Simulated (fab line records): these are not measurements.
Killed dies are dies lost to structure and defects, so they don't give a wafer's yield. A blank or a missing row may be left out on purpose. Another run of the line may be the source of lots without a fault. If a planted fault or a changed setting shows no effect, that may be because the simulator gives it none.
fab line records	flow nand-harc
[record] lots = 6	wafers = 18	last-day = 30
route steps=1302 shown A_CONTACT@1090 END@1302
lots untouched by any fault: they come from a run of this same line in which no faults occurred
start-h: the number of hours between the record's first day and the start of the first shown wafer of the lot	wait-h: time in hours since the lot's previous step	" as in the row above	L1.1+2: one row covering several wafers at once	- no value, or no start was given	* or withheld: withheld	< > ~ a bound
route shown NAME@n: names a module that has steps shown in the file, with the first one's number in the route	usual: mean/standard deviation of fault-free wafers	same: alike in all rows	chamber/n: place in a boat	sites: readings site by site	_std_site: the values' standard deviation	_edge_site: outer sites' mean less inner sites'	radius-mm: how far each site lies from the wafer's centre	mask NAME#n: copy n	behind: the tool/chamber that last shaped the wafer	hold: cause of the lot's hold/its duration in hours/its outcome	device: names the non-switching transistor (n, p or np)	end of line: the route-end tests of the same wafers	for a step that has no rows: nothing shown but its recipe	killed: dies lost to structure and defects at the first sort, not the wafer's yield	map: the dies of a wafer, with x for killed, . for not killed, _ for no die there
set.NAME: the setting that was run; set.NAME@STEP: the one run at that earlier step	model.NAME: the simulator's own value behind a step, which no gauge read
lots seen at some steps along the route; tables by step, rows by wafer
services: from which hour (start-h, from the record's first day; less than 0 if before it) a tool's chamber was out of use, for how many hours, and why
[[steps]]
[step NHARC_A_CONTACT_ETCH_138]
[recipe] source-w = withheld	pressure-mtorr = 20	bias-v = 1200	time-s = 311	target-depth-a = 19140	ar-flow-sccm = withheld	c4f8-flow-sccm = withheld	o2-flow-sccm = withheld	chemistry = C4F8/O2/Ar
[same] time-s = 311
lot.wafer	tool	chamber	start-h	wait-h	rf-hours-counter-h
L828.2	har-cap-etch-02	0	523.50	0.2	93
L828.4	"	1	"	"	-
L828.5	"	1	"	"	-
L830.2	har-cap-etch-03	1	540.42	0.2	46
L830.4	"	0	"	"	-
L830.6	"	1	"	"	-
L834.3	har-cap-etch-03	0	577.78	0.2	-
L834.4	"	1	"	"	-
L834.5	"	1	"	"	-
L832.2	har-cap-etch-01	0	580.23	0.2	14
L832.6	"	0	"	"	-
L832.5	"	1	"	"	-
L839.1	har-cap-etch-02	0	628.05	0.2	111
L839.5	"	0	"	"	-
L839.6	"	1	"	"	-
L843.4	har-cap-etch-01	1	669.59	0.2	-
L843.3	"	0	"	"	-
L843.5	"	1	"	"	-
[step NHARC_A_CONTACT_ETCH_139]
[recipe] source-w = withheld	pressure-mtorr = 20	bias-v = 400	time-s = 195	target-depth-a = 8400	ar-flow-sccm = withheld	c4f8-flow-sccm = 11.5	o2-flow-sccm = 7.2	chemistry = C4F8/O2/Ar
[same] time-s = 195
lot.wafer	tool	chamber	start-h	wait-h	rf-hours-counter-h
L828.2	har-cap-etch-02	0	523.78	0.2	93
L828.4	"	1	"	"	-
L828.5	"	1	"	"	-
L830.2	har-cap-etch-03	1	540.70	0.2	47
L830.4	"	0	"	"	-
L830.6	"	1	"	"	-
L834.3	har-cap-etch-03	0	578.05	0.2	-
L834.4	"	1	"	"	-
L834.5	"	1	"	"	-
L832.2	har-cap-etch-01	0	580.50	0.2	14
L832.6	"	0	"	"	-
L832.5	"	1	"	"	-
L839.1	har-cap-etch-02	0	628.32	0.2	111
L839.5	"	0	"	"	-
L839.6	"	1	"	"	-
L843.4	har-cap-etch-01	1	669.86	0.2	-
L843.3	"	0	"	"	-
L843.5	"	1	"	"	-
[step NHARC_A_CONTACT_ETCH_92]
[recipe] target-depth-a = 400	over-etch-frac = 0.5	time-s = 85.7	ion-energy-ev = 120	ch3f-flow-sccm = 50	o2-flow-sccm = 30	ar-flow-sccm = 200	rf-w = 500	bias-w = 100	chemistry = CH3F/O2
[usual] drypump-motor-current-A = 6.0/0.62	mfc-ar-sccm = 200.1/0.57	o2-flow-sccm = 30.00/0.093	oes-product-au = 0.937/0.03	rf-vpp-V = 244.5/1.7	showerhead-plenum-p-Torr = 2.47/0.11	throttle-valve-pct = 20.663/0.0096
[same] time-s = 85.7
lot.wafer	tool	chamber	start-h	wait-h	drypump-motor-current-A	mfc-ar-sccm	o2-flow-sccm	oes-product-au	rf-hours-counter-h	rf-vpp-V	showerhead-plenum-p-Torr	throttle-valve-pct
L828.4	rie-diel-03	0	524.34	0.4	6.6	199.8	29.94	0.930	18	245.4	2.53	20.659
L828.2	"	3	"	"	5.9	200.1	30.25	0.932	18	246.0	2.65	20.667
L828.5	"	0	"	"	6.5	199.4	30.10	0.929	-	244.7	2.53	20.662
L830.4	rie-diel-04	3	541.26	0.4	6.5	199.9	29.97	1.007	0	243.1	2.40	20.665
L830.2	"	1	"	"	6.5	199.6	30.14	0.990	0	247.0	2.65	20.649
L830.6	"	3	"	"	6.5	200.4	29.90	1.003	-	243.8	2.40	20.663
L834.3	rie-diel-04	3	578.54	0.4	6.5	199.8	29.97	0.920	6	243.5	2.40	20.655
L834.4	"	0	"	"	4.8	199.5	30.09	0.919	8	243.9	2.36	20.669
L834.5	"	2	"	"	6.4	200.6	30.01	0.922	-	244.7	2.43	20.671
L832.2	rie-diel-04	0	581.06	0.5	4.8	200.6	30.03	0.944	8	244.5	2.36	20.666
L832.5	"	0	"	"	4.8	199.0	30.03	0.945	-	243.8	2.36	20.671
L832.6	"	1	"	"	6.4	199.0	30.00	0.933	-	246.7	2.65	20.656
L839.1	rie-diel-04	0	628.88	0.5	4.8	201.4	29.98	0.915	15	243.3	2.36	20.641
L839.5	"	0	"	"	4.9	200.5	30.03	0.912	-	243.3	2.36	20.665
L839.6	"	1	"	"	6.4	201.5	30.10	0.912	-	245.6	2.64	20.664
L843.4	rie-diel-03	1	670.33	0.4	5.7	199.9	29.98	1.017	10	243.6	2.46	20.692
L843.3	"	2	"	"	5.0	201.1	30.03	1.002	10	243.1	2.43	20.647
L843.5	"	2	"	"	5.0	199.5	30.10	1.014	-	244.1	2.43	20.650
[step NHARC_A_CONTACT_ETCH_98]
[recipe] target-depth-a = 200	over-etch-frac = 0.5	time-s = 10	ion-energy-ev = 250	c4f6-flow-sccm = 25	o2-flow-sccm = 20	ar-flow-sccm = 500	rf-w = 600	bias-w = 500	chemistry = C4F6/O2
[usual] drypump-motor-current-A = 6.0/0.6	mfc-ar-sccm = 500.1/1.6	o2-flow-sccm = 19.99/0.062	oes-product-au = 0.956/0.023	rf-vpp-V = 547/3.3	showerhead-plenum-p-Torr = 3.93/0.15	throttle-valve-pct = 26.902/0.0095
[same] time-s = 10
lot.wafer	tool	chamber	start-h	wait-h	drypump-motor-current-A	mfc-ar-sccm	o2-flow-sccm	oes-product-au	rf-hours-counter-h	rf-vpp-V	showerhead-plenum-p-Torr	throttle-valve-pct
L828.2	rie-diel-03	1	-	-	5.7	503.2	20.01	0.942	10	548	3.96	26.902
L828.4	"	0	"	"	6.5	500.2	19.88	0.967	18	548	4.03	26.910
L828.5	"	2	"	"	4.9	502.0	20.04	0.947	-	546	3.91	26.896
L830.4	rie-diel-04	3	-	-	6.5	500.9	19.95	1.002	0	545	3.84	26.922
L830.2	"	1	"	"	6.4	502.4	19.95	0.977	0	553	4.21	26.903
L830.6	"	0	"	"	4.8	498.5	20.07	0.999	-	544	3.78	26.889
L834.4	rie-diel-04	1	-	-	6.5	498.3	19.94	0.947	7	553	4.21	26.911
L834.3	"	2	"	"	6.4	500.4	19.98	0.981	8	546	3.89	26.897
L834.5	"	3	"	"	6.5	498.8	20.06	0.959	-	544	3.84	26.895
L832.2	rie-diel-04	0	-	-	4.8	503.1	20.00	0.959	8	543	3.77	26.910
L832.6	"	1	"	"	6.4	499.0	19.97	0.944	-	553	4.21	26.902
L832.5	"	2	"	"	6.4	502.4	20.01	0.952	-	546	3.89	26.886
L839.1	rie-diel-04	0	-	-	4.8	500.9	19.99	0.946	15	543	3.77	26.895
L839.5	"	3	"	"	6.5	499.4	20.03	0.932	-	546	3.83	26.904
L839.6	"	0	"	"	4.8	497.8	19.92	0.947	-	544	3.77	26.895
L843.3	rie-diel-03	1	-	-	5.7	500.5	19.85	1.009	10	549	3.93	26.894
L843.4	"	0	"	"	6.6	499.3	19.92	0.988	8	547	4.00	26.919
L843.5	"	2	"	"	5.0	500.7	20.01	1.007	-	547	3.88	26.914
[step NHARC_A_CONTACT_CD_MEAS_15]
[usual] cd-nm = 190.1/0.57
lot.wafer	tool	chamber	start-h	wait-h	cd-nm
L828.2	cd-sem-03	-	524.56	-	189.4
L828.4	"	-	"	"	190.0
L828.5	"	-	"	"	189.7
L830.2	cd-sem-03	-	541.48	-	189.6
L830.4	"	-	"	"	190.0
L830.6	"	-	"	"	190.6
L834.3	cd-sem-01	-	578.75	-	191.4
L834.4	"	-	"	"	190.4
L834.5	"	-	"	"	190.6
L832.2	cd-sem-02	-	581.29	-	189.8
L832.5	"	-	"	"	189.0
L832.6	"	-	"	"	189.1
L839.1	cd-sem-01	-	629.10	-	190.0
L839.5	"	-	"	"	190.0
L839.6	"	-	"	"	189.5
L843.3	cd-sem-01	-	670.58	-	190.1
L843.4	"	-	"	"	190.2
L843.5	"	-	"	"	189.7
[step NHARC_A_CONTACT_STRIP_107]
[recipe] n2-flow-sccm = 150	h2-flow-sccm = 150	ar-flow-sccm = 0	bias-w = 0	chemistry = N2/H2
[step NHARC_A_CONTACT_STRIP_108]
[recipe] cf4-flow-sccm = 100	chf3-flow-sccm = 30	ar-flow-sccm = 0	bias-w = 0	chemistry = CF4/CHF3
[step NHARC_A_CONTACT_STRIP_109]
[recipe] o2-flow-sccm = 400	cos-flow-sccm = 20	ar-flow-sccm = 0	bias-w = 0	chemistry = O2/COS
[step NHARC_A_CONTACT_ETCH_110]
[recipe] target-depth-a = 600	overetch-a = 60	time-s = 33	ion-energy-ev = 100	cf4-flow-sccm = 80	o2-flow-sccm = 20	ar-flow-sccm = 0	rf-w = 300	bias-w = 100	chemistry = CF4/O2
[step NHARC_A_CONTACT_STRIP_26]
[recipe] o2-flow-sccm = 500	ar-flow-sccm = 0	bias-w = 0	chemistry = O2
[usual] drypump-motor-current-A = 5.9/0.61	mfc-ar-sccm = 0.017/0.016	o2-flow-sccm = 500.1/1.4	oes-product-au = 0.999/0.0099	rf-vpp-V = 57.8/0.98	showerhead-plenum-p-Torr = 3.55/0.14	throttle-valve-pct = 17.037/0.0092
lot.wafer	tool	chamber	start-h	wait-h	drypump-motor-current-A	mfc-ar-sccm	o2-flow-sccm	oes-product-au	rf-hours-counter-h	rf-vpp-V	showerhead-plenum-p-Torr	throttle-valve-pct
L828.4	rie-diel-03	3	-	-	5.9	0	499.5	1.019	18	59.0	3.80	17.027
L828.2	"	0	"	"	6.5	0.002	499.2	1.012	18	57.6	3.63	17.035
L828.5	"	1	"	"	5.7	0	501.2	0.995	-	58.0	3.56	17.030
L830.2	rie-diel-04	0	-	-	4.8	0.038	498.7	0.988	0	57.2	3.39	17.032
L830.4	"	2	"	"	6.4	0.036	498.9	1.005	0	58.4	3.50	17.037
L830.6	"	3	"	"	6.5	0.026	499.3	1.010	-	56.3	3.45	17.019
L834.4	rie-diel-05	0	-	-	5.7	0.034	502.0	1.022	48	58.4	3.47	17.045
L834.3	"	1	"	"	6.2	0.001	497.1	1.006	55	58.7	3.29	17.046
L834.5	"	0	"	"	5.7	0.034	502.6	1.019	-	58.3	3.47	17.036
L832.2	rie-diel-04	1	-	-	6.5	0.021	500.6	1.000	8	58.1	3.79	17.033
L832.5	"	1	"	"	6.5	0.021	501.2	0.994	-	58.1	3.79	17.052
L832.6	"	2	"	"	6.4	0.036	501.2	0.997	-	57.3	3.49	17.042
L839.1	rie-diel-04	1	-	-	6.5	0.021	499.2	0.987	16	59.8	3.79	17.037
L839.6	"	1	"	"	6.5	0.021	501.8	0.980	-	58.2	3.79	17.034
L839.5	"	2	"	"	6.4	0.036	499.2	1.003	-	57.5	3.49	17.027
L843.3	rie-diel-04	2	-	-	6.4	0.036	499.5	0.999	25	58.1	3.48	17.046
L843.4	"	1	"	"	6.5	0.021	500.1	0.991	24	57.8	3.78	17.041
L843.5	"	2	"	"	6.4	0.036	501.2	0.991	-	56.7	3.48	17.044
[step NHARC_A_CONTACT_STRIP_27]
[recipe] time-s = 600	temp-c = 30	chemistry = post-etch-residue-remover
[step NHARC_A_CONTACT_ALD_18]
[recipe] target-thk-a = 30	pulse-time-s = 1	ald-cycles = 150	temp-c = 450	material = TiN
[step NHARC_A_CONTACT_CVD_19]
[recipe] target-thk-a = 3000	temp-c = 300	pressure-torr = 40	wf6-flow-sccm = 40	h2-flow-sccm = 1600	ar-flow-sccm = 1560	time-s = 802	material = W
[usual] heater-power-w = 460/38	mfc-ar-sccm = 1559/4.5	throttle-valve-pct = 7.88/0.25
[same] time-s = 802
lot.wafer	tool	chamber	start-h	wait-h	heater-power-w	mfc-ar-sccm	throttle-valve-pct
L828.2	cvd-w-01	1	525.69	-	454	1557	8.22
L828.4	"	0	"	"	427	1560	7.66
L828.5	"	0	"	"	436	1567	7.67
L830.2	cvd-w-01	1	542.77	-	471	1561	8.06
L830.4	"	0	"	"	425	1563	7.93
L830.6	"	0	"	"	433	1559	7.95
L834.3	cvd-w-01	0	580.46	-	416	1569	7.46
L834.4	"	1	"	"	465	1563	8.00
L834.5	"	1	"	"	454	1562	8.03
L832.2	cvd-w-01	0	582.62	-	421	1563	7.58
L832.5	"	1	"	"	458	1559	8.01
L832.6	"	0	"	"	412	1556	7.62
L839.1	cvd-w-01	1	630.25	-	458	1561	8.04
L839.5	"	1	"	"	461	1554	8.19
L839.6	"	0	"	"	416	1562	7.98
L839.1	cvd-w-01	1	631.25	0.9	458	1550	8.18
L839.5	"	1	"	"	465	1557	8.05
L839.6	"	0	"	"	419	1557	7.52
L843.4	cvd-w-01	1	671.96	-	457	1566	8.17
L843.3	"	0	"	"	417	1558	7.88
L843.5	"	0	"	"	427	1563	7.36
L843.4	cvd-w-01	1	672.95	0.9	466	1562	8.03
L843.3	"	0	"	"	408	1561	7.81
L843.5	"	0	"	"	419	1560	7.73
[step NHARC_A_CONTACT_CMP_20]
[recipe] t-overpolish-s = 30	target-thk-nm = 300
[usual] motor-current-A = 12.0/1.1	overpolish-run-s = 30.000/0.0086	time-to-endpoint-s = 61/3.8
lot.wafer	tool	chamber	start-h	wait-h	motor-current-A	overpolish-run-s	time-to-endpoint-s
L828.4	cmp-02	3	526.61	0.4	10.7	29.994	58
L828.2	"	1	"	"	12.7	30.005	55
L828.5	"	2	"	"	12.1	29.992	58
L830.2	cmp-02	0	543.54	0.6	10.1	30.004	60
L830.4	"	1	"	"	12.5	30.008	59
L830.6	"	1	"	"	12.6	29.986	59
L834.4	cmp-04	1	581.12	0.4	12.6	30.002	52
L834.3	"	2	"	"	11.8	29.998	58
L834.5	"	0	"	"	12.2	30.001	61
L832.2	cmp-02	0	583.40	0.7	10.4	30.002	70
L832.5	"	3	"	"	10.6	30.003	61
L832.6	"	0	"	"	10.2	29.999	70
L839.1	cmp-04	1	632.25	0.9	12.6	29.987	110
L839.5	"	1	"	"	12.9	29.998	108
L839.6	"	2	"	"	12.0	30.011	114
L843.4	cmp-04	0	673.69	0.6	11.7	30.004	124
L843.3	"	1	"	"	13.4	30.000	116
L843.5	"	1	"	"	13.4	30.000	116
[step NHARC_END_SORT_01]
[recipe] temp-c = 25
[usual] killed-at-array = 65/19	killed-at-other = 0.9/1.1	killed-at-periphery = 3.5/2.3	killed-dies = 69/19	killed-open = 3.2/1.8	killed-short = 2.4/1.5
[same] gross-dies = 677
lot.wafer	tool	chamber	start-h	wait-h	killed-at-array	killed-at-other	killed-at-periphery	killed-dies	killed-open	killed-short
L828.2	prober-02	0	578.28	2.8	44	0	4	48	6	3
L828.4	prober-02	0	579.87	3.4	42	1	5	48	3	2
L828.5	prober-02	0	580.67	3.7	41	0	9	50	2	2
L839.1	prober-01	0	681.96	2.5	75	1	1	77	4	2
L839.5	prober-01	0	685.23	3.8	67	0	2	69	4	1
L839.6	prober-01	0	686.05	4.1	72	0	0	72	3	0
L843.3	prober-01	0	724.21	3.1	97	1	8	106	3	0
L843.4	prober-01	0	725.00	3.4	96	0	6	102	1	2
L843.5	prober-01	0	725.80	3.7	91	1	11	103	1	3
// killed by level:class
L828.2 A_SLIT:chamber-film-flake=27 A_WL_FILL:geometric-particle:open=5 A_CHANNEL_HOLE_D2:chamber-film-flake=4 A_WL_FILL:chamber-film-flake=3 P_STI:chamber-film-flake=2 A_ONON_D1:geometric-particle:short=1 A_WL_FILL:geometric-particle:short=1 A_CONTACT:geometric-particle:open=1
L828.4 A_SLIT:chamber-film-flake=21 A_CHANNEL_HOLE_D2:chamber-film-flake=7 P_CONTACT:chamber-film-flake=4 A_STAIRCASE:chamber-film-flake=3 A_CONTACT:chamber-film-flake=3 A_ONON_D1:geometric-particle:open=2 A_CONTACT:unspecified=2 P_M1:geometric-particle:short=1
L828.5 A_SLIT:chamber-film-flake=21 P_CONTACT:chamber-film-flake=7 A_CHANNEL_HOLE_D2:chamber-film-flake=6 A_CONTACT:chamber-film-flake=3 A_CHANNEL_FILL_D1:chamber-film-flake=2 A_STAIRCASE:chamber-film-flake=2 P_M0:geometric-particle:open=1 A_ONON_D1:geometric-particle:open=1
L839.1 A_CHANNEL_HOLE_D1:chamber-film-flake=35 A_CHANNEL_HOLE_D2:chamber-film-flake=19 A_STAIRCASE:chamber-film-flake=6 A_CONTACT:chamber-film-flake=5 A_SLIT:chamber-film-flake=2 A_CHANNEL_FILL_D1:geometric-particle:short=1 A_CHANNEL_FILL_D1:geometric-particle:open=1 A_ONON_D2:geometric-particle:open=1
L839.5 A_CHANNEL_HOLE_D1:chamber-film-flake=28 A_CHANNEL_HOLE_D2:chamber-film-flake=23 A_CONTACT:chamber-film-flake=6 A_STAIRCASE:chamber-film-flake=4 P_M1:geometric-particle:open=1 A_ONON_D2:geometric-particle:open=1 A_CHANNEL_HOLE_D2:geometric-particle:open=1 A_SGD_CUT:geometric-particle:open=1
L839.6 A_CHANNEL_HOLE_D1:chamber-film-flake=41 A_CHANNEL_HOLE_D2:chamber-film-flake=19 A_STAIRCASE:chamber-film-flake=3 A_CONTACT:chamber-film-flake=3 A_CHANNEL_FILL_D2:geometric-particle:open=2 A_WL_FILL:chamber-film-flake=2 A_WL_FILL:geometric-particle:open=1 A_SLIT:chamber-film-flake=1
L843.3 A_SLIT:chamber-film-flake=34 A_CHANNEL_HOLE_D1:chamber-film-flake=33 A_CHANNEL_HOLE_D2:chamber-film-flake=20 A_CONTACT:chamber-film-flake=6 P_BONDPAD:chamber-film-flake=4 P_ZERO_WELL:chamber-film-flake=2 A_STAIRCASE:chamber-film-flake=2 P_GATE:geometric-particle:open=1
L843.4 A_CHANNEL_HOLE_D1:chamber-film-flake=33 A_SLIT:chamber-film-flake=31 A_CHANNEL_HOLE_D2:chamber-film-flake=22 A_CONTACT:chamber-film-flake=5 P_BONDPAD:chamber-film-flake=3 A_STAIRCASE:chamber-film-flake=2 P_CONTACT:geometric-particle:open=1 A_CHANNEL_FILL_D1:geometric-particle:short=1
L843.5 A_SLIT:chamber-film-flake=36 A_CHANNEL_HOLE_D1:chamber-film-flake=33 A_CHANNEL_HOLE_D2:chamber-film-flake=17 P_BONDPAD:chamber-film-flake=5 P_GATE:chamber-film-flake=2 A_CONTACT:chamber-film-flake=2 P_GATE:geometric-particle:short=1 P_M0:geometric-particle:short=1
[[services]]
tool	chamber	start-h	hours	kind
rie-diel-04	1	502.51	8.2	repair
rie-diel-03	1	502.74	20.3	repair
cmp-04	-	503.03	4.0	pm
cmp-02	-	529.00	4.0	pm
rie-diel-04	-	531.90	9.0	pm
cvd-w-01	-	547.49	13.0	pm
rie-diel-04	3	553.18	5.9	repair
cmp-02	-	562.30	4.1	repair
cvd-w-01	-	577.20	1.9	repair
rie-diel-04	-	581.88	0.7	repair
rie-diel-05	-	584.74	9.0	pm
cmp-04	-	601.03	4.0	pm
cmp-02	-	604.48	1.1	repair
rie-diel-03	0	606.54	6.3	repair
cvd-w-01	-	607.08	0.7	repair
cmp-04	-	611.71	1.5	repair
cvd-w-01	-	623.55	0.5	repair
cmp-04	-	626.50	0.6	repair
cmp-02	-	627.00	4.0	pm
rie-diel-04	1	637.44	7.2	repair
rie-diel-03	-	638.00	9.0	pm
cmp-02	-	639.45	1.6	repair
rie-diel-05	-	650.31	0.5	repair
rie-diel-04	0	663.33	5.6	repair
[[key]]
[first-sign] step = NHARC_A_CONTACT_CVD_19	reading = visit	direction = added
[effect] step = NHARC_A_CONTACT_CMP_20	reading = time-to-endpoint-s	direction = up	sigmas = 14	usual = *	struck = *
met-at NHARC_A_CONTACT_CVD_19
struck-wafers L839.1,L839.5,L839.6,L843.3,L843.4,L843.5
tester-left-out L839,L843
[fault] kind = repeated-step-whole	tool = cvd-w-01,cvd-w-02	chamber = -	onset-h = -	steps = NHARC_A_CONTACT_CVD_19	times = 1	scope = struck-lots-only
// tester-left-out: of these lots the tester's yield and bins aren't shown, on N5 and GAA mostly nor the transistor test; their killed dies are dies lost to structure and defects alone, not to doping, threshold or leakage, so they don't give the yield
